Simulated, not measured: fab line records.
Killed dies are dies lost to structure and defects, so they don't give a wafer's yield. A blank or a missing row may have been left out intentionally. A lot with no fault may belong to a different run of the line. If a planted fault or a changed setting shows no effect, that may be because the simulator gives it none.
fab line records	flow n5-finfet
[record] lots = 5	wafers = 15	last-day = 16
route steps=1938 shown BEOL_M1@758 BEOL_M4@1111 PASSIVATION@1936
lots that met no fault: from a run of the same line without faults
start-h: the number of hours between the record's first day and the start of the first shown wafer of the lot	wait-h: hours elapsed since this lot's preceding step	" unchanged from the row above	L1.1+2: one row covering several wafers at once	- either no value or no given start	* or withheld: withheld	< > ~ a bound
route shown NAME@n: NAME is a module with steps in the file, n the number in the route of the first one	usual: mean/standard deviation taken from wafers without a fault	same: alike in all rows	chamber/n: place in a boat	sites: readings site by site	_std_site: how widely they spread, as a standard deviation	_edge_site: inner sites' mean taken away from outer sites' mean	radius-mm: how far each site lies from the wafer's centre	mask NAME#n: copy n	behind: the most recent tool/chamber to have shaped the wafer	hold: what put the lot on hold/how long, in hours/how the hold closed	device: which transistor (n, p or np) failed to switch	end of line: tests run on the same wafers once the route is complete	step lacking rows: just its recipe	killed: dies lost to structure and defects at the first sort, not the wafer's yield	map: shows each die of a wafer: x if killed, . if not, _ if none is there
set.NAME: the setting as run; set.NAME@STEP: as run at that earlier step	model.NAME: the simulator's own value behind a step, which no gauge read
lots seen at some steps along the route; tables by step, rows by wafer
services: a tool's chamber out of use, with start hour (start-h, from the record's first day; less than 0 if before it), hours out, and reason
[[steps]]
[step N5_BEOL_M1_COAT_05]
[recipe] resist = CAR-EUV	spin-rpm = 1500	resist-thk-nm = 30
[step N5_BEOL_M1_EBR_07]
[recipe] solvent = PGMEA	ebr-width-mm = 1.5
[step N5_BEOL_M1_SOFTBAKE_06]
[recipe] temp-c = 110	time-s = 60	resist = CAR-EUV
[step N5_BEOL_M1_EXPOSE_08]
[recipe] mask-id = M1	na = 0.33	source-shape = dipole	sigma-inner = 0.369	sigma-outer = 0.767	polarization = unpolarized	dose-mj = 33
[step N5_BEOL_M1_PEB_09]
[recipe] peb-temp-c = 100	peb-time-s = 60	resist = CAR-EUV
[step N5_BEOL_M1_DEVELOP_10]
[recipe] develop-time-s = 30	developer = TMAH	resist = CAR-EUV	rinse-liquid = surfactant-rinse	dry = air-spin	dev-temp-c = 23
[step N5_BEOL_M1_CD_MEAS_11]
[recipe] target-cd-nm = 17.05	landing-energy-ev = 500	detector = se-inlens	polarity = opening
[usual] cd-nm = 17.07/0.26
lot.wafer	tool	chamber	start-h	wait-h	cd-nm
L372.2	cd-sem-01	0	151.52	-	17.13
L372.4	"	0	"	"	17.17
L372.6	"	0	"	"	17.30
L375.3	cd-sem-01	0	153.58	-	17.25
L375.4	"	0	"	"	17.27
L375.5	"	0	"	"	17.27
L383.1	cd-sem-02	0	204.64	-	16.76
L383.2	"	0	"	"	16.82
L383.3	"	0	"	"	16.55
L389.2	cd-sem-03	0	222.91	-	16.92
L389.3	"	0	"	"	17.44
L389.6	"	0	"	"	17.15
L387.2	cd-sem-01	0	223.55	-	17.01
L387.3	"	0	"	"	17.24
L387.5	"	0	"	"	17.20
[step N5_BEOL_M1_OVL_MEAS_12]
[recipe] points-per-wafer = 522
[usual] M1_OVL = -0.2/0.74
[same] points-per-wafer = 522
lot.wafer	tool	chamber	start-h	wait-h	M1_OVL[nm]
L372.2	overlay-02	0	151.55	0.0	1.0
L372.4	"	0	"	"	0.2
L372.6	"	0	"	"	1.4
L375.3	overlay-02	0	153.62	0.0	-0.3
L375.4	"	0	"	"	1.0
L375.5	"	0	"	"	-0.5
L383.1	overlay-02	0	204.67	0.0	-0.7
L383.2	"	0	"	"	0.0
L383.3	"	0	"	"	-0.2
L389.2	overlay-01	0	222.95	0.0	-0.6
L389.3	"	0	"	"	0.3
L389.6	"	0	"	"	-1.1
L387.2	overlay-01	0	223.59	0.0	-1.3
L387.3	"	0	"	"	-0.9
L387.5	"	0	"	"	-0.1
[step N5_BEOL_M1_INSPECT_13]
[recipe] mode = adi	inspect-instrument = brightfield
[usual] raw-defect-count = 418/90
lot.wafer	tool	chamber	start-h	wait-h	raw-defect-count
L372.2	defect-inspect-02	-	151.61	0.0	415
L372.4	"	-	"	"	362
L372.6	"	-	"	"	318
L375.3	defect-inspect-01	-	153.67	0.0	317
L375.4	"	-	"	"	329
L375.5	"	-	"	"	357
L383.1	defect-inspect-02	-	204.73	0.1	506
L383.2	"	-	"	"	349
L383.3	"	-	"	"	410
L389.2	defect-inspect-01	-	223.00	0.0	353
L389.3	"	-	"	"	469
L389.6	"	-	"	"	434
L387.2	defect-inspect-02	-	223.64	0.0	426
L387.3	"	-	"	"	403
L387.5	"	-	"	"	394
[step N5_BEOL_M1_DESCUM_16]
[recipe] chemistry = O2	time-s = 7	source-power-w = 50	bias-power-w = 20	pressure-mtorr = 20	rf-frequency-hz = 2.712e+07	temp-c = 40	resist = CAR-EUV	o2-flow-sccm = 225
[usual] drypump-motor-current-A = 5.7/0.46	oes-product-au = 0.78/0.1	rf-vpp-V = 243.4/1.3	showerhead-plenum-p-Torr = 2.11/0.072	throttle-valve-pct = 20.4/0.35
lot.wafer	tool	chamber	start-h	wait-h	drypump-motor-current-A	oes-product-au	rf-hours-counter-h	rf-vpp-V	showerhead-plenum-p-Torr	throttle-valve-pct
L372.2	rie-diel-05	1	151.65	0.0	5.5	0.71	204	242.4	2.06	20.3
L372.4	"	0	"	"	6.4	0.71	183	243.5	2.17	20.7
L372.6	"	3	"	"	5.3	0.70	-	244.0	2.08	20.9
L375.3	rie-diel-02	3	153.85	0.2	5.4	0.90	24	243.9	2.24	20.2
L375.4	"	1	"	"	5.9	0.72	173	244.6	2.17	20.6
L375.5	"	2	"	"	5.6	0.69	-	242.3	2.09	21.0
L383.1	rie-diel-02	3	204.76	0.0	5.4	0.88	39	245.7	2.23	20.3
L383.2	"	0	"	"	6.1	0.73	194	242.9	2.08	20.6
L383.3	"	2	"	"	5.7	0.67	250	242.6	2.09	21.0
L389.2	rie-diel-05	0	223.03	0.0	6.5	0.69	203	244.6	2.16	20.7
L389.3	"	2	"	"	5.8	0.89	30	242.6	2.03	20.0
L389.6	"	2	"	"	5.8	0.89	-	243.1	2.02	20.0
L387.2	rie-diel-05	1	223.67	0.0	5.6	0.68	223	243.1	2.05	20.4
L387.3	"	2	"	"	5.8	0.89	31	242.4	2.02	20.0
L387.5	"	1	"	"	5.5	0.69	-	243.3	2.05	20.4
[step N5_BEOL_M1_ETCH_74]
[recipe] chemistry = N2/H2	target = underlayer	target-depth-a = 65	mask-material = CAR-EUV	time-s = 5.2	ion-energy-ev = 200	pressure-mtorr = 30	source-w = 840	bias-w = 150	n2-flow-sccm = 200	h2-flow-sccm = 200	ends = cleared
[usual] bias-w = 150.0/0.44	drypump-motor-current-A = 5.7/0.46	etch-rf-on-time-s = 5.27/0.15	oes-product-au = 0.67/0.089	rf-vpp-V = 524.4/2.6	showerhead-plenum-p-Torr = 2.57/0.079	throttle-valve-pct = 17.9/0.34
lot.wafer	tool	chamber	start-h	wait-h	bias-w	drypump-motor-current-A	etch-rf-on-time-s	oes-product-au	rf-hours-counter-h	rf-vpp-V	showerhead-plenum-p-Torr	throttle-valve-pct
L372.2	rie-diel-05	1	151.68	0.0	150.1	5.5	5.47	0.58	204	523.4	2.54	18.1
L372.4	"	0	"	"	149.7	6.5	5.26	0.62	183	528.3	2.62	18.1
L372.6	"	3	"	"	151.0	5.3	5.11	0.60	-	522.7	2.53	18.4
L375.3	rie-diel-02	3	153.88	0.0	149.6	5.4	5.27	0.77	24	528.4	2.72	17.8
L375.4	"	1	"	"	150.1	5.8	5.34	0.61	173	525.7	2.66	18.3
L375.5	"	2	"	"	150.6	5.7	5.13	0.60	-	523.8	2.51	18.3
L383.1	rie-diel-02	3	204.80	0.0	150.0	5.4	5.22	0.74	39	525.7	2.72	17.8
L383.2	"	0	"	"	149.7	6.0	5.48	0.60	194	523.0	2.52	18.0
L383.3	"	2	"	"	150.6	5.6	5.16	0.59	250	523.5	2.50	18.3
L389.2	rie-diel-05	0	223.07	0.0	149.7	6.5	5.24	0.60	203	527.0	2.61	18.2
L389.3	"	2	"	"	150.0	5.7	5.16	0.77	30	520.9	2.49	17.5
L389.6	"	2	"	"	149.7	5.8	5.15	0.77	-	522.6	2.49	17.5
L387.2	rie-diel-05	1	223.71	0.0	149.7	5.5	5.51	0.57	223	521.5	2.53	18.1
L387.3	"	2	"	"	149.9	5.7	5.15	0.78	31	522.7	2.49	17.5
L387.5	"	1	"	"	149.8	5.6	5.48	0.58	-	522.2	2.53	18.1
[step N5_BEOL_M1_ETCH_63]
[recipe] chemistry = CF4	target = SiARC	target-depth-a = 156	mask-material = CAR-EUV	time-s = 26	ion-energy-ev = 80	pressure-mtorr = 40	source-w = 545	bias-w = 36	Ar_flow_sccm = 100	cf4-flow-sccm = 100	ends = cleared
[usual] bias-w = 35.98/0.11	drypump-motor-current-A = 5.7/0.46	etch-rf-on-time-s = 26.3/0.81	oes-product-au = 0.67/0.089	rf-vpp-V = 184.3/1.2	showerhead-plenum-p-Torr = 2.16/0.064	throttle-valve-pct = 15.6/0.33
lot.wafer	tool	chamber	start-h	wait-h	bias-w	drypump-motor-current-A	etch-rf-on-time-s	oes-product-au	rf-hours-counter-h	rf-vpp-V	showerhead-plenum-p-Torr	throttle-valve-pct
L372.2	rie-diel-05	1	151.70	0.0	35.95	5.5	27.1	0.58	204	183.6	2.11	15.6
L372.4	"	0	"	"	36.08	6.4	26.9	0.61	183	186.2	2.21	15.9
L372.6	"	3	"	"	35.86	5.3	25.3	0.59	-	184.2	2.11	16.0
L375.3	rie-diel-02	3	153.90	0.0	35.91	5.3	25.9	0.77	24	185.2	2.27	15.3
L375.4	"	1	"	"	36.10	5.8	26.2	0.63	173	184.7	2.22	15.8
L375.5	"	2	"	"	36.13	5.7	25.5	0.60	-	183.0	2.12	16.1
L383.1	rie-diel-02	3	204.82	0.0	35.95	5.4	26.1	0.74	39	185.3	2.26	15.4
L383.2	"	0	"	"	35.91	6.0	27.5	0.61	194	184.9	2.13	15.8
L383.3	"	2	"	"	36.17	5.7	25.7	0.59	250	184.1	2.12	16.1
L389.2	rie-diel-05	0	223.09	0.0	36.05	6.5	26.8	0.60	203	183.9	2.21	15.9
L389.3	"	2	"	"	36.05	5.8	25.6	0.79	30	183.0	2.08	15.2
L389.6	"	2	"	"	35.84	5.7	25.8	0.77	-	183.6	2.08	15.2
L387.2	rie-diel-05	1	223.73	0.0	35.98	5.5	27.6	0.58	223	182.7	2.10	15.7
L387.3	"	2	"	"	35.88	5.8	25.4	0.79	31	183.5	2.08	15.2
L387.5	"	1	"	"	35.89	5.5	27.6	0.58	-	182.6	2.10	15.7
[step N5_BEOL_M1_ETCH_64]
[recipe] chemistry = N2/H2	target = SOC	target-depth-a = 750	overetch-a = 150	mask-material = SiARC	temp-c = 40	time-s = 112.5	ion-energy-ev = 200	pressure-mtorr = 30	source-w = 840	bias-w = 150	n2-flow-sccm = 200	h2-flow-sccm = 200
[usual] bias-w = 150.1/0.47	drypump-motor-current-A = 5.7/0.46	oes-product-au = 0.63/0.078	rf-vpp-V = 524.5/2.5	showerhead-plenum-p-Torr = 2.57/0.079	throttle-valve-pct = 17.9/0.34
lot.wafer	tool	chamber	start-h	wait-h	bias-w	drypump-motor-current-A	oes-product-au	rf-hours-counter-h	rf-vpp-V	showerhead-plenum-p-Torr	throttle-valve-pct	model.SiARC_of_BEOL_M1_COAT_62.thk-nm	model.BEOL_M1.cd-offset-nm
L372.2	rie-diel-05	1	151.73	0.0	149.9	5.5	0.56	204	522.2	2.54	18.0	7.2	0.2
L372.4	"	0	"	"	150.4	6.5	0.57	183	526.1	2.62	18.1	6.8	-0.2
L372.6	"	3	"	"	149.6	5.3	0.55	-	523.6	2.53	18.3	6.8	-0.4
L375.3	rie-diel-02	3	153.93	0.0	149.2	5.4	0.71	24	528.2	2.72	17.7	6.8	0.2
L375.4	"	1	"	"	149.7	5.9	0.58	173	527.4	2.66	18.2	7	-0.2
L375.5	"	2	"	"	150.7	5.7	0.55	-	524.2	2.51	18.2	6.8	0.4
L383.1	rie-diel-02	3	204.84	0.0	149.8	5.4	0.69	40	529.1	2.72	17.8	3.8	1
L383.2	"	0	"	"	149.8	6.0	0.59	194	523.4	2.52	18.0	7	-0.6
L383.3	"	2	"	"	150.0	5.7	0.54	250	525.0	2.50	18.2	6.8	-0.2
L389.2	rie-diel-05	0	223.11	0.0	150.1	6.5	0.57	203	525.5	2.61	18.1	6.8	-0.2
L389.3	"	2	"	"	149.1	5.8	0.72	30	522.5	2.49	17.5	6.8	0
L389.6	"	2	"	"	149.5	5.8	0.71	-	520.5	2.49	17.5	6.8	-0.2
L387.2	rie-diel-05	1	223.75	0.0	150.4	5.5	0.55	223	523.7	2.53	18.0	7.2	-0.2
L387.3	"	2	"	"	149.3	5.8	0.71	31	522.9	2.49	17.5	6.8	0
L387.5	"	1	"	"	150.4	5.5	0.55	-	522.5	2.53	18.0	7.2	0
[step N5_BEOL_M1_STRIP_65]
[recipe] chemistry = N2/H2	temp-c = 40	n2-flow-sccm = 200	h2-flow-sccm = 200	rf-frequency-hz = 6e+07
[step N5_BEOL_M1_STRIP_75]
[recipe] chemistry = N2/H2	temp-c = 40	n2-flow-sccm = 200	h2-flow-sccm = 200	rf-frequency-hz = 6e+07
[step N5_BEOL_M1_STRIP_66]
[recipe] chemistry = CF4	resist = SiARC	power-w = 300	bias-power-w = 75	pressure-mtorr = 50	cf4-flow-sccm = 150	rf-frequency-hz = 6e+07
[usual] drypump-motor-current-A = 5.7/0.46	oes-product-au = 0.78/0.097	rf-vpp-V = 271.6/1.4	showerhead-plenum-p-Torr = 1.81/0.05	throttle-valve-pct = 13.6/0.35
lot.wafer	tool	chamber	start-h	wait-h	drypump-motor-current-A	oes-product-au	rf-hours-counter-h	rf-vpp-V	showerhead-plenum-p-Torr	throttle-valve-pct
L372.2	rie-diel-05	1	151.86	0.0	5.5	0.70	204	271.5	1.77	13.7
L372.4	"	0	"	"	6.5	0.72	183	271.1	1.83	13.8
L372.6	"	3	"	"	5.3	0.69	-	271.3	1.78	14.0
L375.3	rie-diel-02	3	154.05	0.0	5.4	0.90	24	273.5	1.90	13.3
L375.4	"	1	"	"	5.8	0.73	173	272.5	1.86	13.8
L375.5	"	2	"	"	5.7	0.69	-	270.1	1.78	14.1
L383.1	rie-diel-02	3	204.97	0.0	5.4	0.87	40	274.6	1.90	13.4
L383.2	"	0	"	"	6.0	0.73	194	271.3	1.79	13.8
L383.3	"	2	"	"	5.7	0.68	250	270.8	1.78	14.1
L389.2	rie-diel-05	0	223.24	0.0	6.4	0.71	203	272.6	1.82	13.8
L389.3	"	2	"	"	5.8	0.90	30	271.8	1.75	13.2
L389.6	"	2	"	"	5.8	0.90	-	271.1	1.75	13.2
L387.2	rie-diel-05	1	223.88	0.0	5.5	0.69	223	270.9	1.77	13.7
L387.3	"	2	"	"	5.8	0.89	31	270.3	1.75	13.2
L387.5	"	1	"	"	5.5	0.69	-	270.5	1.77	13.7
[step N5_BEOL_M1_HM_OPEN_17]
[recipe] chemistry = Cl2/BCl3	target-depth-a = 200	overetch-a = 60	target = TiN	mask-material = SOC	ion-energy-ev = 150	pressure-mtorr = 10	icp-w = 1000	bias-w = 126	Cl2_flow_sccm = 53.25	bcl3-flow-sccm = 21.75	Ar_flow_sccm = 25
[usual] bias-w = 125.9/0.39	drypump-motor-current-A = 5.67/0.29	oes-product-au = 0.70/0.079	throttle-valve-pct = 21.97/0.16
lot.wafer	tool	chamber	start-h	wait-h	bias-w	drypump-motor-current-A	oes-product-au	rf-hours-counter-h	throttle-valve-pct	model.BEOL_M1.cd-offset-nm
L372.2	rie-metal-02	0	151.90	0.0	125.8	6.14	0.76	12	22.00	0.2
L372.4	"	0	"	"	125.8	6.13	0.75	-	22.00	-0.2
L372.6	"	1	"	"	126.3	5.52	0.73	-	21.83	-0.4
L375.3	rie-metal-02	0	154.12	0.1	126.6	6.12	0.75	-	22.00	0.4
L375.4	"	1	"	"	126.2	5.51	0.73	-	21.83	-0.2
L375.5	"	0	"	"	126.8	6.13	0.76	-	21.98	0.4
L383.1	rie-metal-02	1	205.01	0.0	125.7	5.52	0.71	28	21.83	1
L383.2	"	0	"	"	125.4	6.09	0.74	17	22.02	-0.6
L383.3	"	0	"	"	126.0	6.12	0.73	-	22.02	-0.2
L389.2	rie-metal-03	1	223.28	0.0	126.1	5.66	0.65	43	22.03	-0.2
L389.3	"	1	"	"	126.9	5.65	0.64	-	22.03	0
L389.6	"	1	"	"	126.1	5.66	0.65	-	22.01	-0.2
L387.2	rie-metal-01	0	223.95	0.1	125.6	5.04	0.49	-	22.45	-0.2
L387.3	"	0	"	"	125.4	5.03	0.49	-	22.45	0
L387.5	"	0	"	"	125.6	5.03	0.48	-	22.47	0
[step N5_BEOL_M1_STRIP_19]
[recipe] chemistry = O2	power-w = 400	temp-c = 40	pressure-mtorr = 30	rf-frequency-hz = 6e+07	bias-power-w = 0	overash-fraction = 0.2	o2-flow-sccm = 225
[usual] drypump-motor-current-A = 5.6/0.44	oes-product-au = 0.79/0.1	rf-vpp-V = 3.7/0.54	showerhead-plenum-p-Torr = 2.12/0.077	throttle-valve-pct = 16.6/0.36
lot.wafer	tool	chamber	start-h	wait-h	drypump-motor-current-A	oes-product-au	rf-hours-counter-h	rf-vpp-V	showerhead-plenum-p-Torr	throttle-valve-pct
L372.2	rie-diel-05	1	152.01	0.1	5.5	0.70	204	4.1	2.06	16.7
L372.4	"	2	"	"	5.8	0.93	9	3.1	2.04	16.2
L372.6	"	3	"	"	5.3	0.70	-	3.0	2.09	17.1
L375.3	rie-diel-02	2	154.21	0.1	5.7	0.68	237	3.5	2.10	17.2
L375.4	"	3	"	"	5.4	0.90	24	3.4	2.24	16.5
L375.5	"	1	"	"	5.9	0.72	-	3.5	2.17	16.9
L383.1	rie-diel-05	2	205.12	0.1	5.8	0.90	25	3.7	2.03	16.2
L383.2	"	3	"	"	5.3	0.69	245	3.6	2.08	17.2
L383.3	"	1	"	"	5.5	0.69	217	4.1	2.06	16.7
L389.2	rie-diel-02	3	223.39	0.1	5.4	0.87	47	3.4	2.23	16.5
L389.3	"	1	"	"	5.8	0.71	193	4.1	2.16	16.9
L389.6	"	1	"	"	5.9	0.70	-	4.0	2.16	16.9
L387.2	rie-diel-05	0	224.12	0.1	6.5	0.70	203	4.4	2.16	17.0
L387.3	"	2	"	"	5.8	0.90	31	4.9	2.03	16.3
L387.5	"	0	"	"	6.5	0.69	-	2.9	2.16	17.0
[step N5_BEOL_M1_CD_MEAS_18]
[recipe] pitch-nm = 36	target-cd-nm = 18
[usual] cd-nm = 17.9/0.34
lot.wafer	tool	chamber	start-h	wait-h	cd-nm
L372.2	cd-sem-03	-	152.08	0.1	18.1
L372.4	"	-	"	"	17.7
L372.6	"	-	"	"	17.5
L375.3	cd-sem-03	-	154.29	0.1	18.1
L375.4	"	-	"	"	17.9
L375.5	"	-	"	"	18.2
L383.1	cd-sem-02	-	205.19	0.0	19.0
L383.2	"	-	"	"	17.4
L383.3	"	-	"	"	17.7
L389.2	cd-sem-01	-	223.46	0.1	17.6
L389.3	"	-	"	"	17.8
L389.6	"	-	"	"	17.7
L387.2	cd-sem-01	-	224.19	0.1	17.6
L387.3	"	-	"	"	18.2
L387.5	"	-	"	"	18.0
[step N5_BEOL_M1_COAT_67]
[recipe] resist = SOC	temp-c = 250	time-s = 60	spin-rpm = 1500	resist-thk-nm = 60
[step N5_BEOL_M4_RC_MEAS_101]
[usual] DIBL_N = 36.6/2.1	DIBL_P = 36.5/2.7	IOFF_N = 0.17/0.043	IOFF_P = 0.22/0.045	ION_N = 674/17	ION_P = 461/9.9	SS_N = 71.7/0.79	SS_P = 73.4/0.79	VT_N = 249/4	VT_P = -250/3.3
lot.wafer	tool	chamber	start-h	wait-h	DIBL_N[mV/V]	DIBL_P[mV/V]	IOFF_N[nA/um]	IOFF_P[nA/um]	ION_N[uA/um]	ION_P[uA/um]	SS_N[mV/dec]	SS_P[mV/dec]	VT_N[mV]	VT_P[mV]
L372.2	prober-02	0	191.96	0.2	36.5	36.2	0.17	0.24	680	470	70.7	73.2	248	-246
L372.4	"	0	"	"	36.9	35.5	0.18	0.24	681	474	72.1	73.3	248	-246
L372.6	"	0	"	"	35.3	35.0	0.14	0.22	661	461	71.0	73.4	252	-248
L375.3	prober-01	0	195.08	0.3	33.0	30.5	0.08	0.13	631	437	70.0	71.8	260	-255
L375.4	"	0	"	"	39.2	39.2	0.20	0.25	698	472	72.2	73.9	247	-246
L375.5	"	0	"	"	40.0	40.8	0.21	0.28	671	459	73.2	74.9	245	-250
L383.1	prober-01	0	249.78	0.0	36.8	36.6	0.16	0.21	674	461	71.8	73.7	249	-249
L383.2	"	0	"	"	36.9	36.6	0.18	0.22	684	473	71.9	73.2	247	-250
L383.3	"	0	"	"	35.1	34.1	0.14	0.18	685	470	71.8	72.6	252	-248
L389.2	prober-01	0	267.99	0.2	34.6	35.1	0.13	0.18	658	449	71.1	73.7	255	-252
L389.3	"	0	"	"	34.7	35.6	0.15	0.21	680	465	71.0	72.8	247	-249
L389.6	"	0	"	"	33.9	34.1	0.12	0.17	658	456	71.0	72.2	253	-253
L387.2	prober-02	0	274.16	0.2	34.9	36.4	0.14	0.20	674	472	70.8	73.4	251	-248
L387.3	"	0	"	"	38.0	39.6	0.18	0.24	679	462	72.4	74.1	248	-249
L387.5	"	0	"	"	39.4	41.1	0.20	0.27	668	459	72.8	74.0	248	-247
[step N5_PASSIVATION_PROBE_49]
[usual] defect-limited-yield = 91.5/1.7	killed_at_M0_to_M3 = 33/11	killed_at_M4_up = 13/5.2	killed-at-contacts = 11/5.7	killed-at-front-end = 39/11	killed-at-other = 4/3	killed-dies = 101/20	killed-open = 66/15	killed-short = 33/8.4	sort_bin_5_function = 5.0/1.1	sort_bin_6_memory = 3.2/0.69	sort_bin_8_speed = 0.1/0.52	sort-n-pass = 1078/20	sort-yield-pct = 91.4/1.7
[same] gross-dies = 1180	killed-at-back-side = 0	sort_bin_4_leakage[%] = 0
lot.wafer	tool	chamber	start-h	wait-h	defect-limited-yield[%]	killed_at_M0_to_M3	killed_at_M4_up	killed-at-contacts	killed-at-front-end	killed-at-other	killed-dies	killed-open	killed-short	sort_bin_5_function[%]	sort_bin_6_memory[%]	sort_bin_8_speed[%]	sort-n-pass	sort-yield-pct[%]
L383.1	prober-01	-	364.11	0.0	89.4	50	13	17	44	1	125	91	30	5.4	4.6	0	1055	89.4
// killed by level:class
L383.1 STI_FIN_REVEAL:geometric-particle:open=16 MOL_CONTACT_COAG:geometric-particle:open=14 BEOL_M3:geometric-particle:open=10 BEOL_M0_SAQP:geometric-particle:open=9 BEOL_M2:geometric-particle:open=8 FIN_SAQP:geometric-particle:open=7 BEOL_M0_SAQP:geometric-particle:short=6 BEOL_M4:geometric-particle:open=5
[[services]]
tool	chamber	start-h	hours	kind
rie-diel-02	0	137.14	1.7	repair
rie-diel-05	0	139.20	12.1	repair
rie-metal-01	1	144.96	112.8	repair
rie-metal-03	1	165.66	1.4	repair
rie-diel-02	2	167.26	2.7	repair
rie-metal-01	-	188.23	0.6	repair
rie-diel-02	2	204.99	-	clean
rie-diel-02	2	204.99	-	consumable-replace:focus-ring
rie-diel-02	2	204.99	19.7	scheduled-down
rie-diel-02	2	204.99	19.7	vent-cycle
rie-diel-05	3	222.62	-	clean
rie-diel-05	3	222.62	-	consumable-replace:focus-ring
rie-diel-05	3	222.62	24.3	scheduled-down
rie-diel-05	3	222.62	24.3	vent-cycle
[[key]]
[first-sign] step = N5_BEOL_M1_CD_MEAS_18	reading = cd-nm	direction = up	sigmas = 3.2	usual = 17.9	struck = 19.0
effect none on later readings
[model-effect] step = N5_BEOL_M1_ETCH_64	value = SiARC_of_BEOL_M1_COAT_62.thk-nm	without = 6.8	struck = 3.8
[model-effect] step = N5_BEOL_M1_HM_OPEN_17	value = BEOL_M1.cd-offset-nm	without = -0.2	struck = 1
met-at N5_BEOL_M1_ETCH_64
struck-wafers L383.1
onset-between 153.93 204.84
[fault] kind = process-parameter-drift	tool = rie-diel-02	chamber = -	onset-h = 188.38	steps = N5_BEOL_M1_ETCH_64	channel = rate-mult	offset = 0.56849	shape = step	end-h = 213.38	scope = struck-wafers-only
